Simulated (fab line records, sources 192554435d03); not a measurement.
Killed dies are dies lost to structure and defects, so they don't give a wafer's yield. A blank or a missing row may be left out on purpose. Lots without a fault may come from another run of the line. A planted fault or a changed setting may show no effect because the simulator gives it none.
A struck lot beside a sound one | flow n5_finfet | 13 steps out of a route of 1938
Sound: wafers L422.2, L422.4, L422.5. Struck: wafers L407.1, L407.3, L407.6. The cause comes at the end.
At each step with rows: each side's tool, then ch and its chambers, then its first start. Under that, the readings that differ: sound wafers | struck wafers | difference of the means | sigmas: that difference in standard deviations of wafers without a fault.
alike: readings whose means differ by less than 2 such deviations, and words and numbers that are the same on both sides. not compared: withheld readings, readings that some wafer has no value for, bounds like >300 that may hide the same value, and numbers for which the record gives no deviation and whose values overlap.
The two part at a step that has a row with sigmas, a row that says differs or no value, or rows on one side only. Numbers that don't overlap but have no deviation are shown without sigmas and don't part them. A reading that every wafer of one side lacks parts them only if that side has two wafers or more.

first, 10 steps without rows for these wafers: N5_FIN_SAQP_ETCH_67 (etches SiNx in CH3F/O2, target depth 30 nm); N5_FIN_SAQP_STRIP_70 (strips in N2/H2); N5_FIN_SAQP_RECESS_71 (chemistry HF/NH3, target SiO2, target depth 3 nm, afs cycles 1, sublimation time 60 s); N5_FIN_SAQP_SPACER2_ALD_28 (deposits SiO2, target thk 8.1 nm, pulse time 1 s, purge time 2 s); N5_FIN_SAQP_SPACER2_ETCHBACK_29 (etches SiO2 in CHF3/O2, target depth 12.2 nm, time 6.1 s); N5_FIN_SAQP_MANDREL2_REMOVE_60 (chemistry HBr/Cl2/O2, target a-Si, stops on SiNx, bt time 10 s); N5_FIN_SAQP_HM_OPEN_33 (chemistry CH3F/O2, target SiNx, target depth 49.4 nm, time 70.6 s); N5_FIN_SAQP_ETCH_34 (etches SiO2 in C4F6/O2, target depth 45 nm, time 15 s); N5_FIN_SAQP_STRIP_77 (strips in N2/H2, time 90 s); N5_FIN_SAQP_ETCH_64 (etches SiO2 in CF4, target depth 1.5 nm).
N5_FIN_SAQP_FIN_ETCH_36: etches the open film in HBr/Cl2/O2, target depth 120 nm, time 50.4 s.
  sound on rie_si-02 ch 0,2, day 7 08:18; struck on rie_si-02 ch 0,1,2, day 3 13:17
  reading    | sound             | struck         | difference | sigmas
  bias_w (W) | 102.3 102.3 101.4 | 96.1 96.5 95.7 | -5.9       | -19
  alike: drypump_motor_current_A, oes_product_au, throttle_valve_pct
  not compared: rf_hours_counter_h
-- the record jumps here: 6 days lie between the struck wafers' starts before and after (it left off in module FIN_SAQP and takes up again in module BEOL_M4, whose first step shown is number 1111 of the route) --
N5_BEOL_M4_RC_MEAS_101:
  sound on prober-02 ch 0, day 13 08:05; struck on prober-01 ch 0, day 9 13:59
  reading   | sound          | struck         | difference | sigmas
  VT_N (mV) | 255 260 259    | 247 252 250    | -8         | -2
  VT_P (mV) | -253 -257 -258 | -249 -247 -247 | +8         | +2
  alike: DIBL_N, DIBL_P, IOFF_N, IOFF_P, ION_N, ION_P, SS_N, SS_P
-- the record jumps here: 5 days lie between the struck wafers' starts before and after (it left off in module BEOL_M4 and takes up again in module PASSIVATION, whose first step shown is number 1936 of the route) --
N5_PASSIVATION_PROBE_49:
  the record has rows for the struck wafers here (prober-02, day 14 02:34) and none for the sound ones

WHERE THEY PART
First at N5_FIN_SAQP_FIN_ETCH_36; last, within this record, at N5_PASSIVATION_PROBE_49.

WHY: what the simulator had put in
Process parameter drift: rie_si-02, from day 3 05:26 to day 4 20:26, at N5_FIN_SAQP_FIN_ETCH_36. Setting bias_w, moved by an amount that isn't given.
